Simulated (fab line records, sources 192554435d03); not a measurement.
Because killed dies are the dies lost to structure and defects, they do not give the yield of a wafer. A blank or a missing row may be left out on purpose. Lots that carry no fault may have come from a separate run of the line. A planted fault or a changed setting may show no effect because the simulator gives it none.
fab line records	flow n5-finfet	part 2 of 2: steps 4 to 6 of 6
record: lots: 20	wafers: 60	last-day: 18
route steps=1938 shown HKMG_FIN@455 GATE_CUT@490 MOL_CONTACT_COAG@526
lots with no fault: from the same line, run without faults
start-h: the number of hours between the record's first day and the start of the first shown wafer of the lot	wait-h: hours since the lot's step before	" the same as in the row above	L1.1+2: a single row standing in for several wafers	- no value, or no start was given	* or withheld: withheld	< > ~ a bound
route shown NAME@n: names a module that has steps shown in the file, with the first one's number in the route	usual: the fault-free wafers' mean and standard deviation	same: alike in all rows	chamber/n: place in a boat	sites: each site's reading	_std_site: standard deviation across them	_edge_site: the outer-site mean with the inner-site mean subtracted	radius-mm: how far each site lies from the wafer's centre	mask NAME#n: copy n	behind: the last tool/chamber to shape the wafer	hold: why the lot was held/for how many hours/how that ended	device: the transistor (n, p or np) that didn't switch	end of line: the tests these same wafers got at the end of their route	step lacking rows: just its recipe	killed: at the first sort, the dies lost to defects and structure; wafer yield is something else	map: a wafer's dies, marking killed ones x, the rest . and places with no die _
set.NAME: the setting that was run; set.NAME@STEP: the one run at that earlier step	model.NAME: the simulator's own value behind a step, which no gauge read
a sample of lots followed through the steps of the route, with each step as a table and each wafer as a row
services: when a tool's chamber went out of use (start-h, in hours from the record's first day, below 0 if earlier), for how many hours, and the reason
== steps ==
step: N5_GATE_CUT_HM_OPEN_40
recipe: chemistry: C4F6/O2	target: SiO2	mask-material: SiARC	target-depth-a: 1390	time-s: 85.1	ion-energy-ev: 250	pressure-mtorr: 30	source-w: 345	bias-w: 185	Ar_flow_sccm: 300	C4F6_flow_sccm: 10	O2_flow_sccm: 10	ends: cleared
usual: bias-w: 184.9/0.63	drypump-motor-current-A: 5.7/0.38	etch-rf-on-time-s: 93.7/2.3	mfc-ar-sccm: 300.0/0.97	oes_ar_750_au: 0.79/0.056	oes_f_703_au: 0.80/0.058	oes-product-au: 0.72/0.052	rf-vpp-V: 665/14	showerhead-plenum-p-Torr: 2.86/0.1	throttle-valve-pct: 20.85/0.18
lot.wafer	tool	chamber	start-h	wait-h	bias-w	drypump-motor-current-A	etch-rf-on-time-s	mfc-ar-sccm	oes_ar_750_au	oes_f_703_au	oes-product-au	rf-hours-counter-h	rf-vpp-V	showerhead-plenum-p-Torr	throttle-valve-pct
L074.4	rie-diel-06	1	82.30	0.0	185.3	5.5	90.5	298.9	0.81	0.82	0.75	96	667	2.63	20.90
L074.5	"	3	"	"	184.3	5.7	93.7	299.2	0.77	0.75	0.70	-	683	2.99	20.94
L074.6	"	0	"	"	184.7	5.9	93.1	299.2	0.78	0.80	0.71	-	672	2.95	20.58
L075.2	rie-diel-03	2	91.25	0.0	185.3	6.1	92.1	299.8	0.77	0.78	0.70	140	670	2.75	20.61
L075.4	"	0	"	"	184.9	5.5	92.6	300.0	0.78	0.77	0.70	135	682	2.83	20.63
L075.6	"	1	"	"	183.5	5.4	90.2	300.0	0.96	0.98	0.86	-	637	2.81	20.71
L076.1	rie-diel-03	2	96.59	0.0	184.3	6.2	90.9	300.3	0.78	0.78	0.69	142	671	2.75	20.58
L076.2	"	1	"	"	183.9	5.4	89.9	301.9	0.95	0.97	0.86	11	637	2.81	20.70
L076.5	"	0	"	"	184.6	5.5	91.7	298.8	0.78	0.78	0.70	-	680	2.83	20.60
L077.1	rie-diel-06	2	102.07	0.0	184.5	6.0	94.6	300.3	0.81	0.81	0.72	86	651	2.89	21.17
L077.3	"	0	"	"	184.5	5.9	94.8	302.1	0.78	0.79	0.70	137	673	2.95	20.60
L077.5	"	2	"	"	184.9	6.0	94.7	300.5	0.81	0.82	0.73	-	653	2.89	21.19
L078.2	rie-diel-06	0	106.10	0.0	186.1	5.9	90.6	299.7	0.78	0.80	0.70	138	672	2.95	20.60
L078.4	"	3	"	"	185.4	5.7	94.5	300.7	0.77	0.75	0.68	-	682	2.98	20.94
L078.5	"	0	"	"	185.5	5.9	90.9	299.6	0.78	0.80	0.71	-	671	2.95	20.60
L079.1	rie-diel-06	2	113.91	0.0	184.6	6.0	94.2	300.7	0.80	0.80	0.72	90	653	2.89	21.18
L079.2	"	1	"	"	184.1	5.5	91.8	299.5	0.81	0.81	0.74	101	667	2.63	20.87
L079.6	"	3	"	"	184.8	5.7	96.5	298.0	0.76	0.74	0.69	-	681	2.98	20.95
L080.1	rie-diel-05	2	125.30	0.0	184.5	4.8	91.8	300.4	0.90	0.90	0.81	30	660	2.93	20.89
L080.3	"	0	"	"	184.7	5.6	94.1	300.6	0.73	0.74	0.65	188	651	2.82	21.00
L080.6	"	3	"	"	185.0	6.1	93.7	299.3	0.79	0.78	0.71	-	677	2.85	20.78
L081.3	rie-diel-06	1	126.32	0.0	184.9	5.5	89.8	301.2	0.81	0.81	0.75	105	667	2.63	20.90
L081.4	"	3	"	"	184.9	5.7	96.0	299.8	0.76	0.74	0.68	139	680	2.98	20.96
L081.5	"	1	"	"	184.8	5.5	88.9	299.3	0.81	0.80	0.74	-	668	2.63	20.88
L082.2	rie-diel-03	0	133.95	0.0	184.6	5.5	91.4	300.7	0.76	0.77	0.70	148	681	2.83	20.65
L082.3	"	1	"	"	185.6	5.4	90.0	299.6	0.92	0.94	0.83	23	637	2.80	20.71
L082.5	"	3	"	"	185.7	5.1	97.3	301.8	0.83	0.83	0.76	-	654	3.00	20.93
L083.1	rie-diel-06	3	136.16	0.0	183.7	5.7	94.6	301.9	0.75	0.74	0.67	143	682	2.98	20.96
L083.5	"	2	"	"	184.9	6.1	93.4	301.8	0.80	0.80	0.71	-	652	2.89	21.19
L083.6	"	3	"	"	185.0	5.7	98.5	300.5	0.75	0.74	0.68	-	681	2.98	20.97
L084.1	rie-diel-06	0	141.60	0.0	185.9	5.9	93.1	299.8	0.77	0.79	0.69	150	673	2.94	20.61
L084.3	"	1	"	"	184.0	5.5	91.4	299.7	0.80	0.80	0.74	110	666	2.63	20.90
L084.6	"	2	"	"	184.7	6.0	96.1	300.3	0.79	0.80	0.71	-	652	2.89	21.18
L086.3	rie-diel-05	3	157.10	0.0	185.4	6.1	93.7	302.3	0.77	0.78	0.70	140	678	2.85	20.80
L086.4	"	0	"	"	184.9	5.6	95.9	299.5	0.73	0.74	0.64	-	650	2.82	20.99
L086.5	"	2	"	"	183.1	4.8	94.6	299.5	0.88	0.87	0.79	-	657	2.92	20.88
L087.3	rie-diel-05	3	162.07	0.0	185.9	6.1	91.2	299.8	0.77	0.78	0.71	142	677	2.85	20.81
L087.5	"	2	"	"	184.6	4.9	94.3	299.7	0.88	0.88	0.80	-	658	2.92	20.90
L087.6	"	3	"	"	185.2	6.1	93.5	299.3	0.77	0.76	0.70	-	678	2.85	20.82
L088.1	rie-diel-06	3	167.77	0.0	185.1	5.7	94.0	301.1	0.74	0.73	0.68	154	683	2.97	20.96
L088.2	"	1	"	"	185.2	5.6	91.3	301.1	0.80	0.79	0.72	117	666	2.63	20.90
L088.5	"	2	"	"	184.8	6.0	94.1	299.7	0.78	0.79	0.70	-	651	2.88	21.20
L089.1	rie-diel-06	2	173.56	0.0	184.5	6.0	94.4	300.4	0.78	0.79	0.71	109	650	2.88	21.21
L089.3	"	0	"	"	185.1	5.9	90.6	300.6	0.77	0.78	0.68	161	672	2.94	20.65
L089.4	"	1	"	"	185.1	5.5	92.6	301.6	0.79	0.79	0.73	118	667	2.62	20.92
L092.2	rie-diel-05	0	191.83	0.0	186.1	5.6	96.6	299.6	0.73	0.73	0.64	208	648	2.81	21.03
L092.5	"	0	"	"	185.8	5.6	97.3	301.0	0.72	0.73	0.63	-	650	2.81	20.99
L092.6	"	3	"	"	186.5	6.1	96.4	298.6	0.76	0.76	0.69	-	677	2.84	20.82
L093.1	rie-diel-03	0	196.48	0.0	184.0	5.5	92.0	300.2	0.74	0.75	0.69	169	680	2.82	20.66
L093.4	"	2	"	"	185.2	6.1	90.8	299.4	0.75	0.76	0.69	171	671	2.74	20.65
L093.5	"	2	"	"	185.1	6.1	92.9	299.6	0.76	0.76	0.68	-	670	2.74	20.63
L094.1	rie-diel-06	2	203.13	0.0	184.5	6.0	95.9	300.1	0.78	0.79	0.69	117	651	2.88	21.22
L094.5	"	0	"	"	184.9	5.9	94.4	299.7	0.75	0.76	0.67	-	671	2.93	20.65
L094.6	"	1	"	"	185.6	5.6	94.4	300.0	0.79	0.79	0.72	-	668	2.62	20.93
L095.2	rie-diel-05	0	208.68	0.0	184.6	5.6	97.8	300.0	0.72	0.73	0.63	212	651	2.81	21.02
L095.3	"	3	"	"	184.6	6.1	95.9	300.4	0.76	0.76	0.69	156	677	2.84	20.86
L095.5	"	0	"	"	185.1	5.6	97.8	301.2	0.73	0.73	0.64	-	650	2.81	21.02
L096.1	rie-diel-03	1	219.16	0.0	184.2	5.4	91.8	300.7	0.87	0.89	0.78	52	637	2.79	20.76
L096.3	"	3	"	"	184.5	5.1	95.9	299.3	0.81	0.79	0.72	101	655	2.99	20.96
L096.5	"	3	"	"	184.9	5.1	97.4	299.2	0.81	0.79	0.71	-	655	2.99	20.98
step: N5_GATE_CUT_CMP_23
recipe: stop-on: SiO2	t-overpolish-s: 23.4	post-cmp-clean: alkaline-brush	down-force-psi: 2.5	platen-rpm: 51.8	pad-velocity-m-s: 1.0307	target-thk-nm: 16
usual: motor-current-A: 9.4/0.86	overpolish-run-s: 23.400/0.0085	platen-rpm: 51.80/0.03	time-to-endpoint-s: 19.2/2.5
lot.wafer	tool	chamber	start-h	wait-h	motor-current-A	overpolish-run-s	platen-rpm	time-to-endpoint-s
L074.4	cmp-04	0	85.07	0.8	10.4	23.402	51.75	17.6
L074.5	"	3	"	"	8.7	23.416	51.81	16.6
L074.6	"	0	"	"	11.0	23.402	51.78	15.7
L075.2	cmp-01	0	93.41	0.8	10.7	23.406	51.82	18.4
L075.4	"	2	"	"	9.5	23.418	51.79	18.0
L075.6	"	0	"	"	11.2	23.394	51.82	19.1
L076.1	cmp-02	3	98.79	0.8	8.8	23.393	51.87	20.3
L076.2	"	1	"	"	9.3	23.388	51.79	21.6
L076.5	"	3	"	"	8.2	23.404	51.80	21.2
L077.1	cmp-01	0	104.25	0.8	11.4	23.405	51.84	18.3
L077.3	"	1	"	"	8.8	23.406	51.81	26.8
L077.5	"	0	"	"	11.0	23.388	51.89	18.8
L078.2	cmp-04	1	108.30	0.8	9.4	23.393	51.84	18.1
L078.4	"	3	"	"	9.0	23.390	51.79	21.3
L078.5	"	1	"	"	8.7	23.416	51.78	17.2
L079.2	cmp-01	3	116.73	0.8	9.3	23.403	51.78	19.4
L079.1	"	0	"	"	11.1	23.392	51.83	17.5
L079.6	"	0	"	"	11.3	23.391	51.82	19.0
L080.1	cmp-04	0	127.46	0.8	10.6	23.397	51.84	16.8
L080.3	"	2	"	"	9.5	23.399	51.77	20.0
L080.6	"	1	"	"	8.7	23.400	51.80	16.4
L081.3	cmp-01	1	128.80	0.8	8.9	23.393	51.79	22.0
L081.4	"	3	"	"	9.2	23.401	51.79	17.6
L081.5	"	1	"	"	8.9	23.401	51.81	23.3
L082.2	cmp-04	1	136.16	0.8	9.2	23.412	51.83	16.4
L082.3	"	2	"	"	9.5	23.397	51.76	20.7
L082.5	"	0	"	"	10.5	23.407	51.85	18.8
L083.1	cmp-04	3	138.61	0.8	9.1	23.413	51.81	19.8
L083.6	"	3	"	"	8.5	23.405	51.81	19.4
L083.5	"	0	"	"	10.6	23.405	51.79	19.3
L084.3	cmp-01	0	143.84	0.8	10.5	23.388	51.77	17.2
L084.1	"	1	"	"	9.2	23.415	51.85	24.0
L084.6	"	3	"	"	9.3	23.411	51.83	17.5
L086.4	cmp-01	3	159.34	0.8	9.3	23.413	51.78	17.3
L086.3	"	0	"	"	11.1	23.405	51.82	15.9
L086.5	"	2	"	"	9.1	23.405	51.77	21.4
L087.3	cmp-02	2	164.35	0.9	9.1	23.403	51.82	19.4
L087.5	"	3	"	"	8.1	23.395	51.84	17.3
L087.6	"	0	"	"	8.8	23.387	51.81	18.8
L088.2	cmp-01	3	170.34	0.8	8.8	23.404	51.77	18.2
L088.1	"	1	"	"	9.8	23.406	51.83	20.7
L088.5	"	3	"	"	9.4	23.419	51.77	18.3
L089.3	cmp-02	3	175.73	0.8	8.7	23.394	51.78	17.7
L089.4	"	0	"	"	9.1	23.393	51.82	19.1
L089.1	"	2	"	"	9.0	23.393	51.77	19.3
L092.2	cmp-02	1	194.12	0.9	9.0	23.410	51.79	23.8
L092.6	"	2	"	"	9.5	23.405	51.77	21.6
L092.5	"	3	"	"	8.9	23.396	51.78	22.7
L093.4	cmp-02	0	198.68	0.8	9.0	23.391	51.76	23.1
L093.1	"	2	"	"	9.4	23.422	51.80	16.6
L093.5	"	3	"	"	8.9	23.395	51.77	20.0
L094.1	cmp-04	1	205.34	0.8	8.8	23.387	51.79	14.5
L094.6	"	0	"	"	10.1	23.398	51.79	18.7
L094.5	"	1	"	"	8.9	23.401	51.78	15.9
L095.3	cmp-01	1	211.12	0.8	9.6	23.397	51.79	24.9
L095.2	"	2	"	"	9.1	23.396	51.82	19.5
L095.5	"	0	"	"	11.2	23.398	51.78	18.1
L096.3	cmp-02	3	221.66	0.8	8.4	23.408	51.84	20.0
L096.1	"	1	"	"	8.9	23.393	51.84	21.5
L096.5	"	3	"	"	8.4	23.407	51.77	20.3
step: N5_MOL_CONTACT_COAG_CD_MEAS_08
recipe: target-cd-nm: 28	landing-energy-ev: 500	detector: se-inlens	polarity: opening
usual: cd-nm: 28.05/0.24
lot.wafer	tool	chamber	start-h	wait-h	cd-nm
L074.4	cd-sem-03	0	86.44	-	28.16
L074.5	"	0	"	"	27.64
L074.6	"	0	"	"	28.15
L075.2	cd-sem-01	0	94.87	-	28.41
L075.4	"	0	"	"	28.70
L075.6	"	0	"	"	28.22
L076.1	cd-sem-02	0	100.08	-	28.26
L076.2	"	0	"	"	28.01
L076.5	"	0	"	"	27.91
L077.1	cd-sem-01	0	105.58	-	27.98
L077.3	"	0	"	"	27.68
L077.5	"	0	"	"	28.28
L078.2	cd-sem-03	0	109.60	-	27.82
L078.4	"	0	"	"	27.74
L078.5	"	0	"	"	27.75
L079.1	cd-sem-02	0	118.23	-	28.05
L079.2	"	0	"	"	27.48
L079.6	"	0	"	"	28.08
L080.1	cd-sem-03	0	128.93	-	28.13
L080.3	"	0	"	"	28.25
L080.6	"	0	"	"	28.15
L081.3	cd-sem-03	0	130.13	-	28.35
L081.4	"	0	"	"	28.18
L081.5	"	0	"	"	28.31
L082.2	cd-sem-02	0	137.46	-	27.95
L082.3	"	0	"	"	27.75
L082.5	"	0	"	"	27.83
L083.1	cd-sem-03	0	140.07	-	27.88
L083.5	"	0	"	"	27.64
L083.6	"	0	"	"	28.10
L084.1	cd-sem-02	0	145.10	-	27.96
L084.3	"	0	"	"	27.70
L084.6	"	0	"	"	28.12
L086.3	cd-sem-01	0	160.73	-	27.98
L086.4	"	0	"	"	28.03
L086.5	"	0	"	"	27.91
L087.3	cd-sem-03	0	171.84	-	27.87
L087.5	"	0	"	"	28.18
L087.6	"	0	"	"	27.87
L088.1	cd-sem-02	0	171.88	-	28.51
L088.2	"	0	"	"	28.40
L088.5	"	0	"	"	28.68
L089.1	cd-sem-01	0	177.06	-	28.06
L089.3	"	0	"	"	27.61
L089.4	"	0	"	"	28.13
L092.2	cd-sem-03	0	195.46	-	28.05
L092.5	"	0	"	"	28.03
L092.6	"	0	"	"	28.37
L093.1	cd-sem-03	0	200.11	-	28.11
L093.4	"	0	"	"	28.07
L093.5	"	0	"	"	28.10
L094.1	cd-sem-02	0	206.63	-	28.20
L094.5	"	0	"	"	27.92
L094.6	"	0	"	"	27.96
L095.2	cd-sem-03	0	212.38	-	27.74
L095.3	"	0	"	"	27.94
L095.5	"	0	"	"	27.95
L096.1	cd-sem-02	0	223.00	-	28.33
L096.3	"	0	"	"	28.36
L096.5	"	0	"	"	27.89
== services ==
tool	chamber	start-h	hours	kind
cmp-02	-	54.17	0.5	repair
rie-diel-06	1	68.99	2.8	repair
plasma-asher-01	-	71.98	14.6	pm
rie-diel-06	1	75.09	4.7	repair
cmp-04	-	94.88	1.7	repair
cmp-02	-	96.15	0.2	repair
rie-diel-06	1	99.01	14.3	repair
rie-diel-03	2	102.53	7.6	repair
cmp-02	-	112.12	4.4	pm
cmp-01	-	117.02	0.3	repair
cmp-01	-	122.84	0.3	repair
cmp-01	-	124.96	3.5	pm
rie-diel-05	1	134.88	12.3	repair
plasma-asher-01	-	138.79	1.2	repair
cmp-01	-	140.20	1.9	repair
cmp-04	-	141.14	4.0	pm
rie-diel-06	1	142.70	5.8	repair
rie-diel-05	1	150.32	-	clean
rie-diel-05	1	150.32	-	consumable-replace:focus-ring
cmp-02	-	150.48	1.0	repair
rie-diel-06	2	160.23	3.0	repair
rie-diel-06	-	190.75	2.8	pm
rie-diel-05	0	192.21	5.8	repair
rie-diel-05	-	195.70	0.7	repair
